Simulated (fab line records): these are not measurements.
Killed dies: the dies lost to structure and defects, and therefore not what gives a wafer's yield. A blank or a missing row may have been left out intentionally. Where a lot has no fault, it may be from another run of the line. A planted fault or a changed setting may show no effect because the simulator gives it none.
fab line records	flow nand-harc
[record] lots = 24	wafers = 72	last-day = 24
route steps=1159 shown A_CONTACT@940 A_BLC@976 A_M0@1013 A_M1@1039
lots that met no fault: from a run of the same line without faults
start-h: hours from the record's first day to the start of the lot's first wafer shown	wait-h: hours from the lot's prior step to this one	" unchanged from the row above	L1.1+2: one row covering several wafers at once	- no value, or no start was given	* or withheld: withheld	< > ~ a bound
route shown NAME@n: a module of which the file shows steps, and the number in the route of the first	usual: mean/standard deviation of fault-free wafers	same: alike in all rows	chamber/n: place in a boat	sites: each site's reading	_std_site: standard deviation across them	_edge_site: inner sites' mean taken away from outer sites' mean	radius-mm: how far each site lies from the wafer's centre	mask NAME#n: copy n	behind: the tool/chamber that last shaped the wafer	hold: reason for holding the lot/hours on hold/outcome of the hold	device: the transistor (n, p or np) that didn't switch	end of line: at the end of the route, the tests of the same wafers	where a step has no rows: the recipe by itself	killed: at the first sort, the dies lost to defects and structure; wafer yield is something else	map: the dies of a wafer, with x for killed, . for not killed, _ for no die there
set.NAME: setting as actually run; set.NAME@STEP: the setting as run at that earlier step	model.NAME: the simulator's own value behind a step, which no gauge read
one table for each step of the route and one row for each wafer, over a sample of lots
services: a tool's chamber out of use, with start hour (start-h, from the record's first day; less than 0 if before it), hours out, and reason
[[steps]]
[step NHARC_A_CONTACT_ETCH_89]
[recipe] target-depth-a = 2600	over-etch-frac = 0.3	time-s = 475.3	ion-energy-ev = 200	n2-flow-sccm = 150	h2-flow-sccm = 150	ar-flow-sccm = 0	rf-w = 400	bias-w = 150	chemistry = N2/H2
[usual] bias-w = 150.0/0.47	drypump-motor-current-A = 5.6/0.54	h2-flow-sccm = 150.0/0.46	oes-product-au = 0.998/0.0094	rf-vpp-V = 429.7/2.2	showerhead-plenum-p-Torr = 2.01/0.071	throttle-valve-pct = 14.170/0.0083
lot.wafer	tool	chamber	start-h	wait-h	bias-w	drypump-motor-current-A	h2-flow-sccm	oes-product-au	rf-hours-counter-h	rf-vpp-V	showerhead-plenum-p-Torr	throttle-valve-pct
L074.3	rie-diel-02	2	-	-	149.0	5.4	149.7	1.008	10	429.7	2.01	14.176
L074.2	"	3	"	"	150.5	5.7	149.5	0.989	9	428.8	1.97	14.178
L074.1	"	0	"	"	150.2	4.7	149.4	0.996	10	430.4	2.10	14.153
L077.2	rie-diel-03	1	-	-	150.2	4.9	149.3	1.003	57	431.8	2.09	14.168
L077.3	"	2	"	"	149.4	5.6	150.7	1.008	51	432.9	2.14	14.167
L077.5	"	1	"	"	149.9	4.9	149.3	1.005	-	430.0	2.09	14.164
L075.3	rie-diel-11	3	-	-	150.0	5.4	149.5	0.993	4	427.3	1.95	14.169
L075.2	"	1	"	"	150.7	6.4	150.6	0.990	4	432.2	2.09	14.181
L075.5	"	0	"	"	149.5	6.1	149.6	0.983	-	429.4	1.99	14.165
L076.3	rie-diel-11	2	-	-	150.0	5.6	150.3	0.995	5	427.6	1.90	14.171
L076.1	"	0	"	"	151.0	6.1	150.6	0.987	5	428.1	1.99	14.183
L076.2	"	1	"	"	149.3	6.4	149.8	0.989	5	433.1	2.09	14.168
L078.2	rie-diel-02	0	-	-	150.8	4.7	149.7	1.000	16	432.7	2.10	14.173
L078.4	"	1	"	"	149.9	5.3	150.1	0.999	16	429.9	2.00	14.171
L078.5	"	2	"	"	149.9	5.3	149.9	1.010	-	430.8	2.01	14.162
L080.1	rie-diel-11	1	-	-	149.9	6.4	149.6	0.991	16	430.3	2.08	14.172
L080.2	"	2	"	"	149.5	5.6	150.7	0.990	18	424.6	1.90	14.168
L080.4	"	3	"	"	149.6	5.4	149.6	0.987	18	426.9	1.94	14.176
L079.2	rie-diel-11	3	-	-	150.4	5.4	149.9	0.993	19	428.8	1.94	14.173
L079.6	"	1	"	"	150.7	6.4	150.5	0.984	-	433.2	2.08	14.179
L079.5	"	2	"	"	149.5	5.6	150.8	0.991	-	425.3	1.90	14.153
L081.3	rie-diel-11	2	-	-	149.8	5.6	149.7	0.998	20	427.1	1.90	14.176
L081.6	"	2	"	"	150.5	5.6	149.6	1.003	-	426.6	1.90	14.172
L081.5	"	3	"	"	149.9	5.4	150.2	0.993	-	427.4	1.94	14.175
L082.4	rie-diel-11	1	-	-	150.7	6.4	149.9	0.999	23	431.4	2.08	14.167
L082.1	"	2	"	"	149.3	5.6	149.6	1.007	25	425.6	1.90	14.177
L082.5	"	1	"	"	149.5	6.4	149.7	0.999	-	431.5	2.08	14.167
L083.1	rie-diel-02	0	-	-	150.9	4.7	149.1	1.003	23	432.1	2.09	14.171
L083.5	"	2	"	"	150.1	5.4	149.9	1.020	-	428.8	2.00	14.157
L083.6	"	0	"	"	150.0	4.7	149.1	1.013	-	433.9	2.09	14.165
L087.3	rie-diel-03	0	-	-	150.0	5.6	150.2	1.004	18	432.0	2.11	14.175
L087.5	"	2	"	"	149.8	5.6	150.0	0.997	-	433.4	2.14	14.172
L087.6	"	3	"	"	149.7	6.7	150.3	1.010	-	429.0	1.99	14.186
L084.4	rie-diel-11	0	-	-	150.1	6.1	150.2	0.995	29	428.5	1.98	14.175
L084.6	"	1	"	"	150.4	6.4	150.6	0.997	-	432.2	2.08	14.157
L084.5	"	2	"	"	150.2	5.6	150.8	1.003	-	426.9	1.90	14.166
L086.3	rie-diel-02	3	-	-	149.8	5.7	150.6	0.994	25	427.2	1.96	14.167
L086.2	"	1	"	"	150.1	5.4	149.6	1.009	21	429.3	2.00	14.176
L086.1	"	2	"	"	150.1	5.4	150.9	1.006	25	428.3	2.00	14.162
L085.2	rie-diel-03	2	-	-	150.5	5.7	150.2	1.009	23	432.8	2.14	14.176
L085.3	"	3	"	"	149.3	6.8	149.6	1.006	24	430.6	1.99	14.168
L085.5	"	2	"	"	150.6	5.7	150.3	1.006	-	434.2	2.13	14.168
L088.3	rie-diel-11	0	-	-	149.6	6.1	150.0	0.986	41	428.9	1.98	14.163
L088.5	"	0	"	"	149.9	6.1	150.0	0.989	-	428.7	1.98	14.174
L088.6	"	1	"	"	149.3	6.4	150.0	1.000	-	431.6	2.07	14.163
L089.2	rie-diel-03	1	-	-	150.1	4.9	149.5	1.000	19	430.4	2.08	14.164
L089.3	"	3	"	"	150.1	6.7	150.0	0.997	33	429.7	1.99	14.170
L089.5	"	1	"	"	150.2	4.9	149.6	0.989	-	431.5	2.08	14.165
L092.1	rie-diel-02	3	-	-	150.3	5.7	149.5	0.981	29	429.3	1.96	14.168
L092.2	"	0	"	"	150.2	4.7	149.7	0.983	28	432.4	2.09	14.168
L092.4	"	2	"	"	150.2	5.4	150.5	1.000	29	427.8	2.00	14.168
L093.1	rie-diel-11	1	-	-	150.2	6.4	150.4	0.984	44	431.2	2.07	14.169
L093.3	"	3	"	"	150.5	5.4	149.6	0.994	48	427.3	1.93	14.174
L093.6	"	1	"	"	149.9	6.4	150.7	0.988	-	433.1	2.07	14.178
L090.4	rie-diel-02	0	-	-	150.3	4.7	149.9	1.008	30	430.9	2.09	14.170
L090.1	"	1	"	"	149.2	5.3	150.0	1.012	25	428.3	2.00	14.164
L090.5	"	0	"	"	150.4	4.7	150.7	1.013	-	431.2	2.09	14.182
L091.3	rie-diel-02	1	-	-	150.0	5.4	150.6	0.998	26	428.9	2.00	14.162
L091.4	"	2	"	"	149.6	5.3	150.4	1.009	31	428.9	2.00	14.174
L091.1	"	0	"	"	150.0	4.7	149.9	1.000	31	431.1	2.09	14.172
L094.3	rie-diel-11	2	-	-	148.9	5.6	150.7	0.990	51	426.9	1.89	14.170
L094.2	"	1	"	"	149.1	6.4	149.8	0.990	52	430.6	2.07	14.163
L094.4	"	1	"	"	149.7	6.4	150.2	0.992	-	431.6	2.07	14.171
L095.3	rie-diel-11	0	-	-	149.9	6.1	149.2	0.989	57	429.3	1.97	14.172
L095.6	"	2	"	"	150.1	5.6	150.4	0.999	-	426.6	1.89	14.167
L095.5	"	3	"	"	150.0	5.3	150.1	1.001	-	427.6	1.93	14.156
L096.1	rie-diel-02	0	-	-	150.2	4.7	149.6	0.989	1	432.1	2.09	14.190
L096.6	"	1	"	"	149.8	5.4	149.2	1.004	-	430.2	2.00	14.166
L096.5	"	3	"	"	150.5	5.7	149.7	1.005	-	428.0	1.96	14.175
L097.2	rie-diel-02	0	-	-	150.3	4.7	150.4	0.998	2	433.1	2.09	14.160
L097.1	"	1	"	"	149.8	5.3	149.1	1.005	2	428.0	2.00	14.180
L097.3	"	3	"	"	150.4	5.7	149.9	1.015	2	427.6	1.96	14.171
[step NHARC_A_CONTACT_ETCH_138]
[recipe] source-w = withheld	pressure-mtorr = 20	bias-v = 3000	time-s = 132	target-depth-a = 12890	ar-flow-sccm = withheld	c4f8-flow-sccm = withheld	o2-flow-sccm = withheld	chemistry = C4F8/O2/Ar
lot.wafer	tool	chamber	start-h	wait-h	rf-hours-counter-h
L074.2	har-cap-etch-01	0	383.31	0.1	59
L074.1	"	1	"	"	59
L074.3	"	0	"	"	-
L077.2	har-cap-etch-01	1	385.62	0.1	60
L077.3	"	1	"	"	-
L077.5	"	0	"	"	-
L075.2	har-cap-etch-02	0	394.32	0.1	12
L075.3	"	1	"	"	-
L075.5	"	1	"	"	-
L076.2	har-cap-etch-01	0	395.77	0.1	62
L076.1	"	1	"	"	62
L076.3	"	0	"	"	-
L078.2	har-cap-etch-01	0	410.38	0.1	65
L078.4	"	0	"	"	-
L078.5	"	0	"	"	-
L080.1	har-cap-etch-02	1	415.74	0.1	17
L080.2	"	0	"	"	17
L080.4	"	0	"	"	-
L079.2	har-cap-etch-01	1	417.06	0.1	65
L079.5	"	0	"	"	-
L079.6	"	1	"	"	-
L081.3	har-cap-etch-02	1	423.19	0.1	-
L081.6	"	1	"	"	-
L081.5	"	0	"	"	-
L082.1	har-cap-etch-03	0	437.82	0.1	92
L082.4	"	1	"	"	-
L082.5	"	0	"	"	-
L083.1	har-cap-etch-03	1	441.74	0.1	93
L083.6	"	1	"	"	-
L083.5	"	0	"	"	-
L087.3	har-cap-etch-03	1	446.03	0.1	-
L087.5	"	1	"	"	-
L087.6	"	0	"	"	-
L084.4	har-cap-etch-03	0	450.09	0.1	-
L084.6	"	0	"	"	-
L084.5	"	1	"	"	-
L086.2	har-cap-etch-01	0	454.76	0.1	72
L086.1	"	1	"	"	72
L086.3	"	1	"	"	-
L085.2	har-cap-etch-03	0	455.53	0.1	95
L085.3	"	0	"	"	-
L085.5	"	1	"	"	-
L088.3	har-cap-etch-02	1	478.82	0.1	-
L088.6	"	0	"	"	-
L088.5	"	1	"	"	-
L089.2	har-cap-etch-02	0	481.19	0.1	29
L089.3	"	1	"	"	-
L089.5	"	1	"	"	-
L092.1	har-cap-etch-02	1	483.79	0.1	30
L092.2	"	0	"	"	30
L092.4	"	1	"	"	-
L093.1	har-cap-etch-01	1	490.72	0.1	78
L093.3	"	0	"	"	-
L093.6	"	0	"	"	-
L090.1	har-cap-etch-02	0	492.45	0.1	30
L090.4	"	0	"	"	-
L090.5	"	1	"	"	-
L091.1	har-cap-etch-03	1	497.80	0.1	102
L091.4	"	0	"	"	-
L091.3	"	1	"	"	-
L094.2	har-cap-etch-02	1	509.02	0.1	32
L094.4	"	1	"	"	-
L094.3	"	0	"	"	-
L095.3	har-cap-etch-03	1	520.93	0.1	-
L095.6	"	0	"	"	-
L095.5	"	1	"	"	-
L096.1	har-cap-etch-02	0	521.01	0.1	36
L096.5	"	0	"	"	-
L096.6	"	1	"	"	-
L097.1	har-cap-etch-02	1	523.93	0.1	36
L097.2	"	0	"	"	36
L097.3	"	1	"	"	-
[step NHARC_A_BLC_INSPECT_12]
[usual] raw-defect-count = 28/13
lot.wafer	tool	chamber	start-h	wait-h	raw-defect-count
L074.1	defect-inspect-01	-	390.93	0.0	11
L074.2	"	-	"	"	8
L074.3	"	-	"	"	10
L077.2	defect-inspect-01	-	398.35	0.0	15
L077.3	"	-	"	"	10
L077.5	"	-	"	"	15
L075.2	defect-inspect-01	-	401.93	0.0	28
L075.3	"	-	"	"	35
L075.5	"	-	"	"	20
L076.1	defect-inspect-02	-	403.42	0.0	6
L076.2	"	-	"	"	10
L076.3	"	-	"	"	7
L078.2	defect-inspect-01	-	418.97	0.1	29
L078.4	"	-	"	"	38
L078.5	"	-	"	"	42
L080.1	defect-inspect-02	-	419.69	0.0	21
L080.2	"	-	"	"	30
L080.4	"	-	"	"	30
L079.2	defect-inspect-01	-	420.85	0.0	18
L079.5	"	-	"	"	24
L079.6	"	-	"	"	23
L081.3	defect-inspect-02	-	432.27	0.0	30
L081.5	"	-	"	"	23
L081.6	"	-	"	"	27
L082.1	defect-inspect-01	-	444.97	0.0	23
L082.4	"	-	"	"	23
L082.5	"	-	"	"	16
L083.1	defect-inspect-02	-	445.69	0.1	22
L083.5	"	-	"	"	31
L083.6	"	-	"	"	30
L087.3	defect-inspect-02	-	450.11	0.0	18
L087.5	"	-	"	"	7
L087.6	"	-	"	"	4
L084.4	defect-inspect-01	-	453.98	0.0	44
L084.5	"	-	"	"	39
L084.6	"	-	"	"	44
L086.1	defect-inspect-01	-	463.81	0.0	42
L086.2	"	-	"	"	50
L086.3	"	-	"	"	34
L085.2	defect-inspect-01	-	464.56	0.0	20
L085.3	"	-	"	"	32
L085.5	"	-	"	"	27
L088.3	defect-inspect-01	-	485.45	0.0	37
L088.5	"	-	"	"	24
L088.6	"	-	"	"	37
L089.2	defect-inspect-01	-	486.32	0.0	29
L089.3	"	-	"	"	34
L089.5	"	-	"	"	29
L092.1	defect-inspect-01	-	492.55	0.0	34
L092.2	"	-	"	"	27
L092.4	"	-	"	"	31
L093.1	defect-inspect-02	-	498.93	0.0	33
L093.3	"	-	"	"	29
L093.6	"	-	"	"	33
L090.1	defect-inspect-02	-	499.68	0.0	31
L090.4	"	-	"	"	34
L090.5	"	-	"	"	28
L091.1	defect-inspect-01	-	507.51	0.0	39
L091.3	"	-	"	"	34
L091.4	"	-	"	"	33
L094.2	defect-inspect-01	-	514.95	0.0	14
L094.3	"	-	"	"	13
L094.4	"	-	"	"	13
L095.3	defect-inspect-01	-	524.71	0.0	17
L095.5	"	-	"	"	27
L095.6	"	-	"	"	19
L096.1	defect-inspect-02	-	525.47	0.0	38
L096.5	"	-	"	"	53
L096.6	"	-	"	"	52
L097.1	defect-inspect-02	-	531.52	0.0	69
L097.2	"	-	"	"	46
L097.3	"	-	"	"	53
[step NHARC_A_M0_DEGAS_28]
[recipe] temp-c = 250	time-s = 60
[usual] heater-power-w = 335/31	susceptor-temp-C = 250.02/0.19
lot.wafer	tool	chamber	start-h	wait-h	heater-power-w	susceptor-temp-C
L074.1	pvd-sputter-03	-	400.68	-	318	250.34
L074.2	"	-	"	"	379	250.17
L074.3	"	-	"	"	328	250.05
L077.3	pvd-sputter-03	-	404.08	-	394	-
L077.2	"	-	"	"	313	-
L077.5	"	-	"	"	381	-
L075.2	pvd-sputter-03	-	411.12	-	314	249.78
L075.3	"	-	"	"	380	250.13
L075.5	"	-	"	"	322	249.73
L076.2	pvd-sputter-02	-	411.68	-	401	249.74
L076.3	"	-	"	"	324	249.65
L076.1	"	-	"	"	363	249.80
L078.4	pvd-sputter-03	-	424.13	-	320	249.98
L078.2	"	-	"	"	377	250.24
L078.5	"	-	"	"	374	250.01
L080.4	pvd-sputter-03	-	428.71	-	321	249.71
L080.2	"	-	"	"	368	250.06
L080.1	"	-	"	"	386	250.08
L079.2	pvd-sputter-02	-	429.15	-	370	250.28
L079.5	"	-	"	"	358	250.02
L079.6	"	-	"	"	302	250.13
L081.3	pvd-sputter-01	-	439.71	-	298	250.03
L081.6	"	-	"	"	299	249.65
L081.5	"	-	"	"	300	249.90
L082.1	pvd-sputter-01	-	450.26	-	292	250.15
L082.4	"	-	"	"	300	250.05
L082.5	"	-	"	"	344	249.62
L083.1	pvd-sputter-03	-	450.98	-	308	250.28
L083.5	"	-	"	"	310	250.11
L083.6	"	-	"	"	378	250.01
L087.3	pvd-sputter-01	-	455.19	-	330	-
L087.5	"	-	"	"	308	-
L087.6	"	-	"	"	301	-
L084.4	pvd-sputter-01	-	459.93	-	336	249.89
L084.5	"	-	"	"	328	249.86
L084.6	"	-	"	"	344	250.21
L085.3	pvd-sputter-03	-	471.64	-	337	-
L085.2	"	-	"	"	393	-
L085.5	"	-	"	"	362	-
L086.2	pvd-sputter-01	-	471.69	-	331	250.28
L086.1	"	-	"	"	333	249.79
L086.3	"	-	"	"	297	249.90
L088.3	pvd-sputter-03	-	495.39	-	337	-
L088.6	"	-	"	"	376	-
L088.5	"	-	"	"	328	-
L089.2	pvd-sputter-01	-	495.83	-	298	-
L089.3	"	-	"	"	317	-
L089.5	"	-	"	"	340	-
L092.2	pvd-sputter-02	-	500.85	-	309	249.88
L092.1	"	-	"	"	402	249.83
L092.4	"	-	"	"	324	250.06
L093.3	pvd-sputter-01	-	509.47	-	334	-
L093.1	"	-	"	"	299	-
L093.6	"	-	"	"	307	-
L090.4	pvd-sputter-01	-	510.40	-	294	-
L090.1	"	-	"	"	343	-
L090.5	"	-	"	"	302	-
L091.4	pvd-sputter-03	-	515.84	-	317	-
L091.1	"	-	"	"	337	-
L091.3	"	-	"	"	384	-
L094.4	pvd-sputter-02	-	520.09	-	305	-
L094.3	"	-	"	"	406	-
L094.2	"	-	"	"	314	-
L095.3	pvd-sputter-01	-	534.34	-	305	250.36
L095.5	"	-	"	"	309	250.37
L095.6	"	-	"	"	332	249.91
L096.1	pvd-sputter-02	-	534.59	-	405	249.84
L096.6	"	-	"	"	361	249.85
L096.5	"	-	"	"	309	250.20
L097.3	pvd-sputter-01	-	537.73	-	338	249.98
L097.1	"	-	"	"	293	250.21
L097.2	"	-	"	"	328	250.01
[step NHARC_A_M0_INSPECT_27]
[usual] raw-defect-count = 475/150
lot.wafer	tool	chamber	start-h	wait-h	raw-defect-count
L074.1	defect-inspect-02	-	402.31	0.1	412
L074.2	"	-	"	"	493
L074.3	"	-	"	"	285
L077.2	defect-inspect-01	-	405.64	0.0	308
L077.3	"	-	"	"	321
L077.5	"	-	"	"	355
L075.2	defect-inspect-02	-	412.65	0.0	296
L075.3	"	-	"	"	421
L075.5	"	-	"	"	404
L076.1	defect-inspect-01	-	413.23	0.0	512
L076.2	"	-	"	"	449
L076.3	"	-	"	"	514
L078.2	defect-inspect-02	-	425.71	0.0	358
L078.4	"	-	"	"	402
L078.5	"	-	"	"	333
L080.1	defect-inspect-02	-	430.26	0.0	318
L080.2	"	-	"	"	344
L080.4	"	-	"	"	339
L079.2	defect-inspect-01	-	430.74	0.0	479
L079.5	"	-	"	"	425
L079.6	"	-	"	"	310
L081.3	defect-inspect-01	-	441.42	0.0	417
L081.5	"	-	"	"	521
L081.6	"	-	"	"	456
L082.1	defect-inspect-02	-	451.94	0.0	498
L082.4	"	-	"	"	531
L082.5	"	-	"	"	676
L083.1	defect-inspect-01	-	452.55	0.0	394
L083.5	"	-	"	"	943
L083.6	"	-	"	"	701
L087.3	defect-inspect-02	-	457.12	0.0	430
L087.5	"	-	"	"	361
L087.6	"	-	"	"	381
L084.4	defect-inspect-02	-	461.48	0.0	639
L084.5	"	-	"	"	663
L084.6	"	-	"	"	728
L085.2	defect-inspect-02	-	473.20	0.0	248
L085.3	"	-	"	"	304
L085.5	"	-	"	"	269
L086.1	defect-inspect-02	-	473.33	0.0	534
L086.2	"	-	"	"	607
L086.3	"	-	"	"	691
L088.3	defect-inspect-02	-	496.98	0.0	307
L088.5	"	-	"	"	420
L088.6	"	-	"	"	396
L089.2	defect-inspect-02	-	497.40	0.0	887
L089.3	"	-	"	"	553
L089.5	"	-	"	"	501
L092.1	defect-inspect-01	-	502.40	0.0	478
L092.2	"	-	"	"	522
L092.4	"	-	"	"	480
L093.1	defect-inspect-01	-	511.02	0.0	367
L093.3	"	-	"	"	334
L093.6	"	-	"	"	449
L090.1	defect-inspect-02	-	511.96	0.0	707
L090.4	"	-	"	"	408
L090.5	"	-	"	"	478
L091.1	defect-inspect-02	-	517.42	0.0	345
L091.3	"	-	"	"	347
L091.4	"	-	"	"	511
L094.2	defect-inspect-01	-	521.67	0.0	466
L094.3	"	-	"	"	824
L094.4	"	-	"	"	431
L095.3	defect-inspect-01	-	535.89	0.0	654
L095.5	"	-	"	"	559
L095.6	"	-	"	"	463
L096.1	defect-inspect-02	-	536.19	0.0	332
L096.5	"	-	"	"	501
L096.6	"	-	"	"	333
L097.1	defect-inspect-01	-	539.78	0.0	412
L097.2	"	-	"	"	430
L097.3	"	-	"	"	471
[step NHARC_A_M1_DESCUM_14]
[recipe] time-s = 3	o2-flow-sccm = 200	ar-flow-sccm = 0	bias-power-w = 0	chemistry = O2
[usual] drypump-motor-current-A = 5.8/0.38	o2-flow-sccm = 200.0/0.58	oes-product-au = 1.002/0.0092	rf-vpp-V = 57.8/0.82	showerhead-plenum-p-Torr = 1.88/0.073	throttle-valve-pct = 11.311/0.0091
lot.wafer	tool	chamber	start-h	wait-h	drypump-motor-current-A	o2-flow-sccm	oes-product-au	rf-hours-counter-h	rf-vpp-V	showerhead-plenum-p-Torr	throttle-valve-pct
L074.2	rie-diel-09	1	404.06	0.1	5.2	198.9	0.993	11	57.3	2.05	11.328
L074.3	"	2	"	"	5.7	199.5	1.019	11	57.8	1.86	11.284
L074.1	"	0	"	"	5.7	199.8	0.997	5	58.2	1.82	11.316
L077.3	rie-diel-08	3	407.22	0.1	5.4	200.7	1.008	7	56.9	1.91	11.302
L077.2	"	2	"	"	5.5	200.7	0.991	7	57.0	1.84	11.319
L077.5	"	3	"	"	5.4	200.6	1.000	-	57.6	1.91	11.308
L075.2	rie-diel-08	3	414.24	0.1	5.4	199.9	1.007	7	58.3	1.91	11.321
L075.3	"	0	"	"	5.6	199.7	1.001	7	57.8	1.81	11.321
L075.5	"	3	"	"	5.4	200.0	1.005	-	59.3	1.91	11.302
L076.1	rie-diel-13	1	415.54	0.1	6.0	199.8	0.990	3	59.0	1.94	11.308
L076.2	"	2	"	"	5.9	200.3	0.996	3	56.8	1.81	11.321
L076.3	"	3	"	"	6.6	199.6	0.985	3	57.6	1.95	11.310
L078.4	rie-diel-13	1	427.15	0.1	5.9	200.2	0.996	3	57.6	1.94	11.315
L078.2	"	0	"	"	6.1	199.6	0.988	3	56.4	1.84	11.316
L078.5	"	1	"	"	5.9	200.3	0.988	-	57.2	1.94	11.315
L080.4	rie-diel-08	2	431.90	0.1	5.5	200.4	0.989	9	57.9	1.84	11.314
L080.2	"	0	"	"	5.6	200.5	0.999	9	58.6	1.81	11.298
L080.1	"	1	"	"	6.1	200.0	1.012	9	57.4	1.81	11.302
L079.2	rie-diel-08	1	432.85	0.1	6.1	200.3	1.011	9	56.4	1.81	11.306
L079.6	"	0	"	"	5.6	199.7	1.011	-	56.8	1.81	11.308
L079.5	"	1	"	"	6.1	200.0	1.007	-	57.1	1.81	11.308
L081.3	rie-diel-09	3	443.22	0.1	5.4	199.5	0.987	0	58.2	2.01	11.315
L081.5	"	2	"	"	5.8	199.7	1.006	-	57.7	1.86	11.303
L081.6	"	3	"	"	5.4	199.8	0.988	-	58.6	2.01	11.302
L082.1	rie-diel-08	0	453.39	0.1	5.6	199.6	0.994	12	57.8	1.81	11.303
L082.4	"	2	"	"	5.5	200.2	0.989	11	58.5	1.84	11.308
L082.5	"	0	"	"	5.6	199.9	0.999	-	57.0	1.81	11.307
L083.1	rie-diel-09	3	454.15	0.1	5.4	201.0	0.988	1	58.2	2.01	11.315
L083.5	"	0	"	"	5.7	199.5	1.005	-	56.7	1.82	11.320
L083.6	"	1	"	"	5.2	199.9	1.011	-	58.7	2.05	11.317
L087.3	rie-diel-08	0	458.74	0.1	5.6	200.6	1.003	12	58.0	1.81	11.313
L087.5	"	3	"	"	5.4	199.8	1.001	-	57.4	1.91	11.323
L087.6	"	0	"	"	5.6	200.3	1.012	-	56.6	1.81	11.313
L084.4	rie-diel-13	2	463.08	0.1	6.0	199.1	1.012	0	57.3	1.81	11.294
L084.6	"	3	"	"	6.7	199.6	1.010	-	60.2	1.95	11.312
L084.5	"	0	"	"	6.1	199.8	1.014	-	57.7	1.84	11.298
L085.2	rie-diel-13	3	474.67	0.1	6.6	200.7	1.022	0	57.5	1.95	11.320
L085.3	"	2	"	"	5.9	199.0	1.024	0	58.3	1.81	11.310
L085.5	"	3	"	"	6.6	200.1	1.016	-	57.0	1.95	11.325
L086.1	rie-diel-09	1	474.89	0.1	5.2	200.2	1.009	2	59.1	2.05	11.303
L086.3	"	2	"	"	5.7	199.8	0.997	2	57.7	1.86	11.310
L086.2	"	0	"	"	5.7	200.3	0.992	2	57.8	1.82	11.338
L088.3	rie-diel-08	2	498.59	0.1	5.5	198.9	0.998	1	56.8	1.84	11.307
L088.5	"	0	"	"	5.6	199.7	1.006	-	56.9	1.81	11.313
L088.6	"	1	"	"	6.1	199.8	0.995	-	56.8	1.81	11.311
L089.3	rie-diel-08	2	499.03	0.1	5.5	199.8	1.001	1	57.1	1.84	11.313
L089.2	"	3	"	"	5.4	199.2	0.988	1	57.8	1.90	11.303
L089.5	"	1	"	"	6.1	201.1	1.000	-	56.5	1.81	11.314
L092.4	rie-diel-13	1	504.10	0.1	6.0	199.2	0.997	1	58.0	1.94	11.297
L092.1	"	2	"	"	5.9	200.1	0.996	1	57.5	1.81	11.317
L092.2	"	0	"	"	6.1	199.7	1.006	1	57.9	1.84	11.305
L093.3	rie-diel-13	0	512.61	0.1	6.1	200.5	1.007	1	58.4	1.84	11.322
L093.1	"	2	"	"	5.9	200.0	1.007	1	57.6	1.81	11.307
L093.6	"	0	"	"	6.1	201.2	1.016	-	57.0	1.84	11.292
L090.4	rie-diel-13	0	513.42	0.1	6.1	199.5	1.003	1	58.4	1.84	11.310
L090.1	"	3	"	"	6.7	199.6	1.009	1	58.2	1.95	11.315
L090.5	"	0	"	"	6.1	201.0	1.006	-	58.6	1.84	11.323
L091.4	rie-diel-08	0	518.88	0.1	5.6	199.8	0.999	3	57.4	1.80	11.309
L091.3	"	1	"	"	6.1	200.5	1.003	2	59.0	1.80	11.318
L091.1	"	2	"	"	5.5	200.5	1.015	3	58.6	1.84	11.309
L094.3	rie-diel-09	2	523.23	0.1	5.7	199.7	1.013	6	58.9	1.86	11.314
L094.4	"	3	"	"	5.5	199.7	0.996	5	59.1	2.00	11.316
L094.2	"	1	"	"	5.2	200.1	1.018	5	58.3	2.05	11.328
L095.3	rie-diel-08	1	537.52	0.1	6.2	198.4	0.997	3	57.5	1.80	11.311
L095.5	"	1	"	"	6.1	199.3	0.992	-	56.8	1.80	11.312
L095.6	"	2	"	"	5.5	199.7	1.001	-	58.1	1.84	11.305
L096.1	rie-diel-13	2	537.82	0.1	5.9	200.3	1.009	1	58.4	1.81	11.310
L096.6	"	0	"	"	6.1	199.6	0.995	-	57.5	1.84	11.316
L096.5	"	1	"	"	6.0	200.4	0.994	-	56.6	1.94	11.318
L097.1	rie-diel-13	2	541.23	0.1	5.9	201.0	1.016	2	57.7	1.81	11.311
L097.3	"	0	"	"	6.1	199.3	0.994	2	56.6	1.84	11.321
L097.2	"	1	"	"	5.9	199.6	1.002	2	57.9	1.94	11.316
[[services]]
tool	chamber	start-h	hours	kind
rie-diel-11	1	361.75	2.5	repair
rie-diel-11	-	366.50	9.0	pm
rie-diel-13	1	368.54	4.2	repair
rie-diel-08	-	368.55	0.6	repair
pvd-sputter-01	-	368.83	10.0	pm
pvd-sputter-03	-	370.71	28.2	repair
rie-diel-09	-	377.78	1.4	repair
pvd-sputter-02	-	393.43	10.0	pm
rie-diel-02	-	406.24	0.3	repair
har-cap-etch-03	-	407.80	0.5	repair
pvd-sputter-02	-	420.11	0.6	repair
rie-diel-02	1	428.88	15.5	repair
rie-diel-09	-	431.10	9.0	pm
rie-diel-08	1	448.29	1.4	repair
rie-diel-13	-	453.00	9.0	pm
pvd-sputter-03	-	458.00	10.0	pm
rie-diel-11	2	473.71	9.0	repair
rie-diel-08	0	476.64	8.5	repair
rie-diel-08	-	479.07	9.0	pm
rie-diel-11	3	504.03	5.2	repair
rie-diel-02	-	506.18	9.0	pm
rie-diel-02	2	517.49	2.4	repair
pvd-sputter-01	-	521.16	2.6	repair
rie-diel-02	-	533.20	0.6	repair
[[key]]
fault none
